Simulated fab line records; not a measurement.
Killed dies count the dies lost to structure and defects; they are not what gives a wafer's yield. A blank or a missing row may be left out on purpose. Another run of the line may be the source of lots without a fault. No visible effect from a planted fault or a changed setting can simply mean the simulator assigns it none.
fab line records :: flow nand-harc
record
  lots=14
  wafers=42
  last-day=24
route steps=1159 shown P_CONTACT@234 P_M0@253
lots with no fault: from the same line, run without faults
start-h: hours from the record's opening day to when the first of the lot's shown wafers began :: wait-h: how many hours have passed since the lot's step before this one :: " as in the row above :: L1.1+2: a single row standing in for several wafers :: - value missing, or start not given :: * or withheld: withheld :: < > ~ a bound
route shown NAME@n: a module of which the file shows steps, and the number in the route of the first :: usual: mean and standard deviation over wafers with no fault :: same: alike in all rows :: chamber/n: place in a boat :: sites: readings site by site :: _std_site: the standard deviation of these :: _edge_site: the outer-site mean with the inner-site mean subtracted :: radius-mm: how far each site lies from the wafer's centre :: mask NAME#n: copy n :: behind: tool/chamber where the wafer was last shaped :: hold: the reason the lot was held/the length of the hold in hours/how it ended :: device: whichever transistor did not switch (one of n, p or np) :: end of line: the same wafers' tests at the end of the route :: step lacking rows: just its recipe :: killed: count of dies lost to structure and defects at first sort (not the wafer's yield) :: map: dies across one wafer; x = killed, . = not, _ = none there
set.NAME: setting as actually run; set.NAME@STEP: the setting as run at that earlier step :: model.NAME: the simulator's own value behind a step, which no gauge read
steps of the route over a sample of lots; a table a step, a row a wafer
services: a tool's chamber out of use, with start hour (start-h, from the record's first day; less than 0 if before it), hours out, and reason
## steps
# step NHARC_P_CONTACT_INSPECT_14
# usual
  raw-defect-count=3.1/1.9
lot.wafer: L413.1
tool: defect-inspect-02
chamber: -
start-h: 107.03
wait-h: 0.1
raw-defect-count: 3

lot.wafer: L413.5
tool: defect-inspect-02
chamber: -
start-h: 107.03
wait-h: 0.1
raw-defect-count: 4

lot.wafer: L413.6
tool: defect-inspect-02
chamber: -
start-h: 107.03
wait-h: 0.1
raw-defect-count: 1

lot.wafer: L414.1
tool: defect-inspect-02
chamber: -
start-h: 113.98
wait-h: 0.0
raw-defect-count: 5

lot.wafer: L414.2
tool: defect-inspect-02
chamber: -
start-h: 113.98
wait-h: 0.0
raw-defect-count: 6

lot.wafer: L414.4
tool: defect-inspect-02
chamber: -
start-h: 113.98
wait-h: 0.0
raw-defect-count: 2

lot.wafer: L416.1
tool: defect-inspect-01
chamber: -
start-h: 125.56
wait-h: 0.0
raw-defect-count: 4

lot.wafer: L416.5
tool: defect-inspect-01
chamber: -
start-h: 125.56
wait-h: 0.0
raw-defect-count: 4

lot.wafer: L416.6
tool: defect-inspect-01
chamber: -
start-h: 125.56
wait-h: 0.0
raw-defect-count: 3

lot.wafer: L415.2
tool: defect-inspect-02
chamber: -
start-h: 126.09
wait-h: 0.0
raw-defect-count: 4

lot.wafer: L415.4
tool: defect-inspect-02
chamber: -
start-h: 126.09
wait-h: 0.0
raw-defect-count: 1

lot.wafer: L415.6
tool: defect-inspect-02
chamber: -
start-h: 126.09
wait-h: 0.0
raw-defect-count: 4

lot.wafer: L417.1
tool: defect-inspect-01
chamber: -
start-h: 136.20
wait-h: 0.0
raw-defect-count: 3

lot.wafer: L417.2
tool: defect-inspect-01
chamber: -
start-h: 136.20
wait-h: 0.0
raw-defect-count: 1

lot.wafer: L417.6
tool: defect-inspect-01
chamber: -
start-h: 136.20
wait-h: 0.0
raw-defect-count: 0

lot.wafer: L421.1
tool: defect-inspect-01
chamber: -
start-h: 153.36
wait-h: 0.0
raw-defect-count: 1

lot.wafer: L421.3
tool: defect-inspect-01
chamber: -
start-h: 153.36
wait-h: 0.0
raw-defect-count: 3

lot.wafer: L421.6
tool: defect-inspect-01
chamber: -
start-h: 153.36
wait-h: 0.0
raw-defect-count: 3

lot.wafer: L420.1
tool: defect-inspect-02
chamber: -
start-h: 154.07
wait-h: 0.0
raw-defect-count: 0

lot.wafer: L420.5
tool: defect-inspect-02
chamber: -
start-h: 154.07
wait-h: 0.0
raw-defect-count: 3

lot.wafer: L420.6
tool: defect-inspect-02
chamber: -
start-h: 154.07
wait-h: 0.0
raw-defect-count: 2

lot.wafer: L422.4
tool: defect-inspect-02
chamber: -
start-h: 168.60
wait-h: 0.0
raw-defect-count: 4

lot.wafer: L422.5
tool: defect-inspect-02
chamber: -
start-h: 168.60
wait-h: 0.0
raw-defect-count: 4

lot.wafer: L422.6
tool: defect-inspect-02
chamber: -
start-h: 168.60
wait-h: 0.0
raw-defect-count: 4

lot.wafer: L432.1
tool: defect-inspect-01
chamber: -
start-h: 225.95
wait-h: 0.0
raw-defect-count: 3

lot.wafer: L432.2
tool: defect-inspect-01
chamber: -
start-h: 225.95
wait-h: 0.0
raw-defect-count: 2

lot.wafer: L432.4
tool: defect-inspect-01
chamber: -
start-h: 225.95
wait-h: 0.0
raw-defect-count: 1

lot.wafer: L431.1
tool: defect-inspect-01
chamber: -
start-h: 226.10
wait-h: 0.0
raw-defect-count: 7

lot.wafer: L431.5
tool: defect-inspect-01
chamber: -
start-h: 226.10
wait-h: 0.0
raw-defect-count: 6

lot.wafer: L431.6
tool: defect-inspect-01
chamber: -
start-h: 226.10
wait-h: 0.0
raw-defect-count: 4

lot.wafer: L434.1
tool: defect-inspect-01
chamber: -
start-h: 231.32
wait-h: 0.0
raw-defect-count: 2

lot.wafer: L434.5
tool: defect-inspect-01
chamber: -
start-h: 231.32
wait-h: 0.0
raw-defect-count: 2

lot.wafer: L434.6
tool: defect-inspect-01
chamber: -
start-h: 231.32
wait-h: 0.0
raw-defect-count: 4

lot.wafer: L433.2
tool: defect-inspect-01
chamber: -
start-h: 232.70
wait-h: 0.0
raw-defect-count: 1

lot.wafer: L433.3
tool: defect-inspect-01
chamber: -
start-h: 232.70
wait-h: 0.0
raw-defect-count: 4

lot.wafer: L433.6
tool: defect-inspect-01
chamber: -
start-h: 232.70
wait-h: 0.0
raw-defect-count: 3

lot.wafer: L435.3
tool: defect-inspect-01
chamber: -
start-h: 241.14
wait-h: 0.0
raw-defect-count: 4

lot.wafer: L435.4
tool: defect-inspect-01
chamber: -
start-h: 241.14
wait-h: 0.0
raw-defect-count: 6

lot.wafer: L435.6
tool: defect-inspect-01
chamber: -
start-h: 241.14
wait-h: 0.0
raw-defect-count: 4

lot.wafer: L436.3
tool: defect-inspect-01
chamber: -
start-h: 241.58
wait-h: 0.0
raw-defect-count: 3

lot.wafer: L436.5
tool: defect-inspect-01
chamber: -
start-h: 241.58
wait-h: 0.0
raw-defect-count: 2

lot.wafer: L436.6
tool: defect-inspect-01
chamber: -
start-h: 241.58
wait-h: 0.0
raw-defect-count: 3
# step NHARC_P_CONTACT_CD_MEAS_19
# usual
  cd-nm=89.9/1.1
lot.wafer: L413.1
tool: cd-sem-02
chamber: -
start-h: 107.96
wait-h: -
cd-nm: 89.6

lot.wafer: L413.5
tool: cd-sem-02
chamber: -
start-h: 107.96
wait-h: -
cd-nm: 90.0

lot.wafer: L413.6
tool: cd-sem-02
chamber: -
start-h: 107.96
wait-h: -
cd-nm: 89.3

lot.wafer: L414.1
tool: cd-sem-03
chamber: -
start-h: 114.91
wait-h: -
cd-nm: 88.9

lot.wafer: L414.2
tool: cd-sem-03
chamber: -
start-h: 114.91
wait-h: -
cd-nm: 89.3

lot.wafer: L414.4
tool: cd-sem-03
chamber: -
start-h: 114.91
wait-h: -
cd-nm: 89.6

lot.wafer: L416.1
tool: cd-sem-01
chamber: -
start-h: 126.49
wait-h: -
cd-nm: 91.9

lot.wafer: L416.5
tool: cd-sem-01
chamber: -
start-h: 126.49
wait-h: -
cd-nm: 91.5

lot.wafer: L416.6
tool: cd-sem-01
chamber: -
start-h: 126.49
wait-h: -
cd-nm: 90.2

lot.wafer: L415.2
tool: cd-sem-02
chamber: -
start-h: 127.07
wait-h: -
cd-nm: 88.1

lot.wafer: L415.4
tool: cd-sem-02
chamber: -
start-h: 127.07
wait-h: -
cd-nm: 89.0

lot.wafer: L415.6
tool: cd-sem-02
chamber: -
start-h: 127.07
wait-h: -
cd-nm: 89.1

lot.wafer: L417.1
tool: cd-sem-02
chamber: -
start-h: 137.14
wait-h: -
cd-nm: 89.9

lot.wafer: L417.2
tool: cd-sem-02
chamber: -
start-h: 137.14
wait-h: -
cd-nm: 91.7

lot.wafer: L417.6
tool: cd-sem-02
chamber: -
start-h: 137.14
wait-h: -
cd-nm: 89.7

lot.wafer: L421.1
tool: cd-sem-03
chamber: -
start-h: 154.31
wait-h: -
cd-nm: 91.9

lot.wafer: L421.3
tool: cd-sem-03
chamber: -
start-h: 154.31
wait-h: -
cd-nm: 91.8

lot.wafer: L421.6
tool: cd-sem-03
chamber: -
start-h: 154.31
wait-h: -
cd-nm: 92.5

lot.wafer: L420.1
tool: cd-sem-01
chamber: -
start-h: 155.01
wait-h: -
cd-nm: 89.6

lot.wafer: L420.5
tool: cd-sem-01
chamber: -
start-h: 155.01
wait-h: -
cd-nm: 89.2

lot.wafer: L420.6
tool: cd-sem-01
chamber: -
start-h: 155.01
wait-h: -
cd-nm: 88.7

lot.wafer: L422.4
tool: cd-sem-02
chamber: -
start-h: 170.03
wait-h: -
cd-nm: 91.3

lot.wafer: L422.5
tool: cd-sem-02
chamber: -
start-h: 170.03
wait-h: -
cd-nm: 89.5

lot.wafer: L422.6
tool: cd-sem-02
chamber: -
start-h: 170.03
wait-h: -
cd-nm: 91.3

lot.wafer: L432.1
tool: cd-sem-02
chamber: -
start-h: 227.09
wait-h: -
cd-nm: 89.5

lot.wafer: L432.2
tool: cd-sem-02
chamber: -
start-h: 227.09
wait-h: -
cd-nm: 90.3

lot.wafer: L432.4
tool: cd-sem-02
chamber: -
start-h: 227.09
wait-h: -
cd-nm: 90.1

lot.wafer: L431.1
tool: cd-sem-03
chamber: -
start-h: 227.20
wait-h: -
cd-nm: 91.4

lot.wafer: L431.5
tool: cd-sem-03
chamber: -
start-h: 227.20
wait-h: -
cd-nm: 90.4

lot.wafer: L431.6
tool: cd-sem-03
chamber: -
start-h: 227.20
wait-h: -
cd-nm: 90.4

lot.wafer: L434.1
tool: cd-sem-02
chamber: -
start-h: 232.25
wait-h: -
cd-nm: 92.0

lot.wafer: L434.5
tool: cd-sem-02
chamber: -
start-h: 232.25
wait-h: -
cd-nm: 90.9

lot.wafer: L434.6
tool: cd-sem-02
chamber: -
start-h: 232.25
wait-h: -
cd-nm: 90.0

lot.wafer: L433.2
tool: cd-sem-03
chamber: -
start-h: 233.87
wait-h: -
cd-nm: 88.3

lot.wafer: L433.3
tool: cd-sem-03
chamber: -
start-h: 233.87
wait-h: -
cd-nm: 89.8

lot.wafer: L433.6
tool: cd-sem-03
chamber: -
start-h: 233.87
wait-h: -
cd-nm: 89.1

lot.wafer: L435.3
tool: cd-sem-02
chamber: -
start-h: 242.08
wait-h: -
cd-nm: 87.9

lot.wafer: L435.4
tool: cd-sem-02
chamber: -
start-h: 242.08
wait-h: -
cd-nm: 90.2

lot.wafer: L435.6
tool: cd-sem-02
chamber: -
start-h: 242.08
wait-h: -
cd-nm: 91.7

lot.wafer: L436.3
tool: cd-sem-03
chamber: -
start-h: 242.51
wait-h: -
cd-nm: 90.1

lot.wafer: L436.5
tool: cd-sem-03
chamber: -
start-h: 242.51
wait-h: -
cd-nm: 89.0

lot.wafer: L436.6
tool: cd-sem-03
chamber: -
start-h: 242.51
wait-h: -
cd-nm: 90.1
# step NHARC_P_M0_DEP_00
# recipe
  target-thk-a=1500
  target-thk-nm=150
  temp-c=withheld
  pressure-torr=5
  flow-sccm=200
  rf-w=600
  material=SiOC
# usual
  chamber-pressure-Torr=4.999/0.011
  rf-fwd-power-W=599.1/1.7
lot.wafer: L413.1
tool: pecvd-01
chamber: 0
start-h: 110.33
wait-h: 0.2
chamber-pressure-Torr: 5.010
rf-fwd-power-W: 602.0

lot.wafer: L413.5
tool: pecvd-01
chamber: 1
start-h: 110.33
wait-h: 0.2
chamber-pressure-Torr: 4.979
rf-fwd-power-W: 597.9

lot.wafer: L413.6
tool: pecvd-01
chamber: 0
start-h: 110.33
wait-h: 0.2
chamber-pressure-Torr: 4.996
rf-fwd-power-W: 599.6

lot.wafer: L414.2
tool: pecvd-01
chamber: 0
start-h: 120.35
wait-h: 0.1
chamber-pressure-Torr: 5.015
rf-fwd-power-W: 599.2

lot.wafer: L414.1
tool: pecvd-01
chamber: 1
start-h: 120.35
wait-h: 0.1
chamber-pressure-Torr: 5.017
rf-fwd-power-W: 599.2

lot.wafer: L414.4
tool: pecvd-01
chamber: 2
start-h: 120.35
wait-h: 0.1
chamber-pressure-Torr: 4.985
rf-fwd-power-W: 600.1

lot.wafer: L416.1
tool: pecvd-01
chamber: 1
start-h: 133.88
wait-h: 0.2
chamber-pressure-Torr: 4.994
rf-fwd-power-W: 600.1

lot.wafer: L416.6
tool: pecvd-01
chamber: 2
start-h: 133.88
wait-h: 0.2
chamber-pressure-Torr: 5.001
rf-fwd-power-W: 600.9

lot.wafer: L416.5
tool: pecvd-01
chamber: 0
start-h: 133.88
wait-h: 0.2
chamber-pressure-Torr: 5.001
rf-fwd-power-W: 601.5

lot.wafer: L415.2
tool: pecvd-02
chamber: 1
start-h: 134.16
wait-h: 0.2
chamber-pressure-Torr: 5.012
rf-fwd-power-W: 596.4

lot.wafer: L415.6
tool: pecvd-02
chamber: 2
start-h: 134.16
wait-h: 0.2
chamber-pressure-Torr: 4.998
rf-fwd-power-W: 598.6

lot.wafer: L415.4
tool: pecvd-02
chamber: 0
start-h: 134.16
wait-h: 0.2
chamber-pressure-Torr: 4.994
rf-fwd-power-W: 599.7

lot.wafer: L417.1
tool: pecvd-02
chamber: 2
start-h: 142.84
wait-h: 0.1
chamber-pressure-Torr: 4.995
rf-fwd-power-W: 602.1

lot.wafer: L417.2
tool: pecvd-02
chamber: 0
start-h: 142.84
wait-h: 0.1
chamber-pressure-Torr: 4.989
rf-fwd-power-W: 599.5

lot.wafer: L417.6
tool: pecvd-02
chamber: 0
start-h: 142.84
wait-h: 0.1
chamber-pressure-Torr: 4.991
rf-fwd-power-W: 600.1

lot.wafer: L421.1
tool: pecvd-01
chamber: 0
start-h: 164.53
wait-h: 0.1
chamber-pressure-Torr: -
rf-fwd-power-W: -

lot.wafer: L421.3
tool: pecvd-01
chamber: 2
start-h: 164.53
wait-h: 0.1
chamber-pressure-Torr: -
rf-fwd-power-W: -

lot.wafer: L421.6
tool: pecvd-01
chamber: 0
start-h: 164.53
wait-h: 0.1
chamber-pressure-Torr: -
rf-fwd-power-W: -

lot.wafer: L420.1
tool: pecvd-03
chamber: 0
start-h: 164.64
wait-h: 0.1
chamber-pressure-Torr: -
rf-fwd-power-W: -

lot.wafer: L420.6
tool: pecvd-03
chamber: 1
start-h: 164.64
wait-h: 0.1
chamber-pressure-Torr: -
rf-fwd-power-W: -

lot.wafer: L420.5
tool: pecvd-03
chamber: 2
start-h: 164.64
wait-h: 0.1
chamber-pressure-Torr: -
rf-fwd-power-W: -

lot.wafer: L422.4
tool: pecvd-01
chamber: 2
start-h: 172.49
wait-h: 0.3
chamber-pressure-Torr: 5.002
rf-fwd-power-W: 599.3

lot.wafer: L422.6
tool: pecvd-01
chamber: 0
start-h: 172.49
wait-h: 0.3
chamber-pressure-Torr: 5.000
rf-fwd-power-W: 601.0

lot.wafer: L422.5
tool: pecvd-01
chamber: 1
start-h: 172.49
wait-h: 0.3
chamber-pressure-Torr: 4.989
rf-fwd-power-W: 597.9

lot.wafer: L432.1
tool: pecvd-01
chamber: 2
start-h: 233.03
wait-h: 0.1
chamber-pressure-Torr: 5.013
rf-fwd-power-W: 601.6

lot.wafer: L432.2
tool: pecvd-01
chamber: 1
start-h: 233.03
wait-h: 0.1
chamber-pressure-Torr: 4.981
rf-fwd-power-W: 600.2

lot.wafer: L432.4
tool: pecvd-01
chamber: 1
start-h: 233.03
wait-h: 0.1
chamber-pressure-Torr: 4.999
rf-fwd-power-W: 597.5

lot.wafer: L431.1
tool: pecvd-01
chamber: 2
start-h: 233.62
wait-h: 0.1
chamber-pressure-Torr: 4.983
rf-fwd-power-W: 599.8

lot.wafer: L431.5
tool: pecvd-01
chamber: 2
start-h: 233.62
wait-h: 0.1
chamber-pressure-Torr: 5.002
rf-fwd-power-W: 598.4

lot.wafer: L431.6
tool: pecvd-01
chamber: 0
start-h: 233.62
wait-h: 0.1
chamber-pressure-Torr: 5.001
rf-fwd-power-W: 597.9

lot.wafer: L434.1
tool: pecvd-01
chamber: 0
start-h: 234.63
wait-h: 0.2
chamber-pressure-Torr: 5.005
rf-fwd-power-W: 599.3

lot.wafer: L434.6
tool: pecvd-01
chamber: 1
start-h: 234.63
wait-h: 0.2
chamber-pressure-Torr: 4.991
rf-fwd-power-W: 600.2

lot.wafer: L434.5
tool: pecvd-01
chamber: 0
start-h: 234.63
wait-h: 0.2
chamber-pressure-Torr: 5.019
rf-fwd-power-W: 598.2

lot.wafer: L433.2
tool: pecvd-02
chamber: 1
start-h: 236.15
wait-h: 0.1
chamber-pressure-Torr: 4.989
rf-fwd-power-W: 600.3

lot.wafer: L433.3
tool: pecvd-02
chamber: 0
start-h: 236.15
wait-h: 0.1
chamber-pressure-Torr: 4.987
rf-fwd-power-W: 601.1

lot.wafer: L433.6
tool: pecvd-02
chamber: 1
start-h: 236.15
wait-h: 0.1
chamber-pressure-Torr: 4.993
rf-fwd-power-W: 596.9

lot.wafer: L435.3
tool: pecvd-03
chamber: 1
start-h: 244.45
wait-h: 0.1
chamber-pressure-Torr: 4.997
rf-fwd-power-W: 600.4

lot.wafer: L435.6
tool: pecvd-03
chamber: 1
start-h: 244.45
wait-h: 0.1
chamber-pressure-Torr: 5.002
rf-fwd-power-W: 599.1

lot.wafer: L435.4
tool: pecvd-03
chamber: 0
start-h: 244.45
wait-h: 0.1
chamber-pressure-Torr: 5.016
rf-fwd-power-W: 599.5

lot.wafer: L436.3
tool: pecvd-02
chamber: 1
start-h: 244.98
wait-h: 0.2
chamber-pressure-Torr: 4.985
rf-fwd-power-W: 599.0

lot.wafer: L436.6
tool: pecvd-02
chamber: 1
start-h: 244.98
wait-h: 0.2
chamber-pressure-Torr: 5.008
rf-fwd-power-W: 600.3

lot.wafer: L436.5
tool: pecvd-02
chamber: 0
start-h: 244.98
wait-h: 0.2
chamber-pressure-Torr: 5.006
rf-fwd-power-W: 597.0
# step NHARC_P_M0_CD_MEAS_09
# recipe
  target-cd-nm=90
  landing-energy-ev=500
# usual
  cd-nm=90.1/0.52
# same
  landing-energy-ev=500
lot.wafer: L413.1
tool: cd-sem-03
chamber: 0
start-h: 111.07
wait-h: -
cd-nm: 90.5

lot.wafer: L413.5
tool: cd-sem-03
chamber: 0
start-h: 111.07
wait-h: -
cd-nm: 91.5

lot.wafer: L413.6
tool: cd-sem-03
chamber: 0
start-h: 111.07
wait-h: -
cd-nm: 90.4

lot.wafer: L414.1
tool: cd-sem-03
chamber: 0
start-h: 121.13
wait-h: -
cd-nm: 89.2

lot.wafer: L414.2
tool: cd-sem-03
chamber: 0
start-h: 121.13
wait-h: -
cd-nm: 89.3

lot.wafer: L414.4
tool: cd-sem-03
chamber: 0
start-h: 121.13
wait-h: -
cd-nm: 89.4

lot.wafer: L416.1
tool: cd-sem-03
chamber: 0
start-h: 134.63
wait-h: -
cd-nm: 91.1

lot.wafer: L416.5
tool: cd-sem-03
chamber: 0
start-h: 134.63
wait-h: -
cd-nm: 90.4

lot.wafer: L416.6
tool: cd-sem-03
chamber: 0
start-h: 134.63
wait-h: -
cd-nm: 90.0

lot.wafer: L415.2
tool: cd-sem-01
chamber: 0
start-h: 134.91
wait-h: -
cd-nm: 89.9

lot.wafer: L415.4
tool: cd-sem-01
chamber: 0
start-h: 134.91
wait-h: -
cd-nm: 90.3

lot.wafer: L415.6
tool: cd-sem-01
chamber: 0
start-h: 134.91
wait-h: -
cd-nm: 90.6

lot.wafer: L417.1
tool: cd-sem-01
chamber: 0
start-h: 143.67
wait-h: -
cd-nm: 89.5

lot.wafer: L417.2
tool: cd-sem-01
chamber: 0
start-h: 143.67
wait-h: -
cd-nm: 89.6

lot.wafer: L417.6
tool: cd-sem-01
chamber: 0
start-h: 143.67
wait-h: -
cd-nm: 89.7

lot.wafer: L421.1
tool: cd-sem-02
chamber: 0
start-h: 165.37
wait-h: -
cd-nm: 89.8

lot.wafer: L421.3
tool: cd-sem-02
chamber: 0
start-h: 165.37
wait-h: -
cd-nm: 89.9

lot.wafer: L421.6
tool: cd-sem-02
chamber: 0
start-h: 165.37
wait-h: -
cd-nm: 90.2

lot.wafer: L420.1
tool: cd-sem-03
chamber: 0
start-h: 165.52
wait-h: -
cd-nm: 89.7

lot.wafer: L420.5
tool: cd-sem-03
chamber: 0
start-h: 165.52
wait-h: -
cd-nm: 89.9

lot.wafer: L420.6
tool: cd-sem-03
chamber: 0
start-h: 165.52
wait-h: -
cd-nm: 89.7

lot.wafer: L422.4
tool: cd-sem-01
chamber: 0
start-h: 173.20
wait-h: -
cd-nm: 89.9

lot.wafer: L422.5
tool: cd-sem-01
chamber: 0
start-h: 173.20
wait-h: -
cd-nm: 91.0

lot.wafer: L422.6
tool: cd-sem-01
chamber: 0
start-h: 173.20
wait-h: -
cd-nm: 90.2

lot.wafer: L432.1
tool: cd-sem-02
chamber: 0
start-h: 233.87
wait-h: -
cd-nm: 90.3

lot.wafer: L432.2
tool: cd-sem-02
chamber: 0
start-h: 233.87
wait-h: -
cd-nm: 90.8

lot.wafer: L432.4
tool: cd-sem-02
chamber: 0
start-h: 233.87
wait-h: -
cd-nm: 89.7

lot.wafer: L431.1
tool: cd-sem-02
chamber: 0
start-h: 234.40
wait-h: -
cd-nm: 89.6

lot.wafer: L431.5
tool: cd-sem-02
chamber: 0
start-h: 234.40
wait-h: -
cd-nm: 89.5

lot.wafer: L431.6
tool: cd-sem-02
chamber: 0
start-h: 234.40
wait-h: -
cd-nm: 89.7

lot.wafer: L434.1
tool: cd-sem-03
chamber: 0
start-h: 235.38
wait-h: -
cd-nm: 89.6

lot.wafer: L434.5
tool: cd-sem-03
chamber: 0
start-h: 235.38
wait-h: -
cd-nm: 90.0

lot.wafer: L434.6
tool: cd-sem-03
chamber: 0
start-h: 235.38
wait-h: -
cd-nm: 89.8

lot.wafer: L433.2
tool: cd-sem-02
chamber: 0
start-h: 237.12
wait-h: -
cd-nm: 89.3

lot.wafer: L433.3
tool: cd-sem-02
chamber: 0
start-h: 237.12
wait-h: -
cd-nm: 89.8

lot.wafer: L433.6
tool: cd-sem-02
chamber: 0
start-h: 237.12
wait-h: -
cd-nm: 89.2

lot.wafer: L435.3
tool: cd-sem-02
chamber: 0
start-h: 245.15
wait-h: -
cd-nm: 89.2

lot.wafer: L435.4
tool: cd-sem-02
chamber: 0
start-h: 245.15
wait-h: -
cd-nm: 90.2

lot.wafer: L435.6
tool: cd-sem-02
chamber: 0
start-h: 245.15
wait-h: -
cd-nm: 89.7

lot.wafer: L436.3
tool: cd-sem-02
chamber: 0
start-h: 245.82
wait-h: -
cd-nm: 89.6

lot.wafer: L436.5
tool: cd-sem-02
chamber: 0
start-h: 245.82
wait-h: -
cd-nm: 90.5

lot.wafer: L436.6
tool: cd-sem-02
chamber: 0
start-h: 245.82
wait-h: -
cd-nm: 90.6
## services
tool: pecvd-03
chamber: -
start-h: 111.00
hours: 13.0
kind: pm

tool: pecvd-03
chamber: 0
start-h: 111.00
hours: 13.0
kind: vent-cycle

tool: pecvd-03
chamber: 1
start-h: 111.00
hours: 13.0
kind: vent-cycle

tool: pecvd-03
chamber: 2
start-h: 111.00
hours: 13.0
kind: vent-cycle

tool: pecvd-03
chamber: 0
start-h: 124.00
hours: -
kind: clean

tool: pecvd-03
chamber: 1
start-h: 124.00
hours: -
kind: clean

tool: pecvd-03
chamber: 2
start-h: 124.00
hours: -
kind: clean

tool: pecvd-02
chamber: 1
start-h: 143.85
hours: 4.5
kind: repair

tool: pecvd-02
chamber: -
start-h: 153.43
hours: 13.0
kind: pm

tool: pecvd-02
chamber: 0
start-h: 153.43
hours: 13.0
kind: vent-cycle

tool: pecvd-02
chamber: 1
start-h: 153.43
hours: 13.0
kind: vent-cycle

tool: pecvd-02
chamber: 2
start-h: 153.43
hours: 13.0
kind: vent-cycle

tool: pecvd-02
chamber: 0
start-h: 166.43
hours: -
kind: clean

tool: pecvd-02
chamber: 1
start-h: 166.43
hours: -
kind: clean

tool: pecvd-02
chamber: 2
start-h: 166.43
hours: -
kind: clean

tool: pecvd-02
chamber: 2
start-h: 233.49
hours: 16.3
kind: repair

tool: pecvd-01
chamber: -
start-h: 237.38
hours: 13.0
kind: pm

tool: pecvd-01
chamber: 0
start-h: 237.38
hours: 13.0
kind: vent-cycle

tool: pecvd-01
chamber: 1
start-h: 237.38
hours: 13.0
kind: vent-cycle

tool: pecvd-01
chamber: 2
start-h: 237.38
hours: 13.0
kind: vent-cycle
## key
first-sign
  step=NHARC_P_M0_DEP_00
  reading=tool-record
  direction=missing
effect none on later readings
met-at NHARC_P_M0_DEP_00
struck-lots L420,L421
later-rows-left-out L420.1,L420.5,L420.6,L421.1,L421.3,L421.6
sort-left-out L420.1,L420.5,L420.6,L421.1,L421.3,L421.6
not-acting-at NHARC_P_CONTACT_INSPECT_14,NHARC_P_CONTACT_CD_MEAS_19,NHARC_P_M0_CD_MEAS_09
onset-between 133.88 164.53
fault
  kind=skipped-step-whole
  tool=pecvd-01,pecvd-03
  chamber=-
  onset-h=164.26
  steps=NHARC_P_M0_DEP_00
  scope=struck-lots-only
# sort-left-out: the simulated sort isn't trusted on such a fault, so these wafers' sort isn't shown, and their yield isn't known
# later-rows-left-out: the simulator's readings of these wafers behind a module that went badly wrong aren't trusted and aren't shown, but for the sort
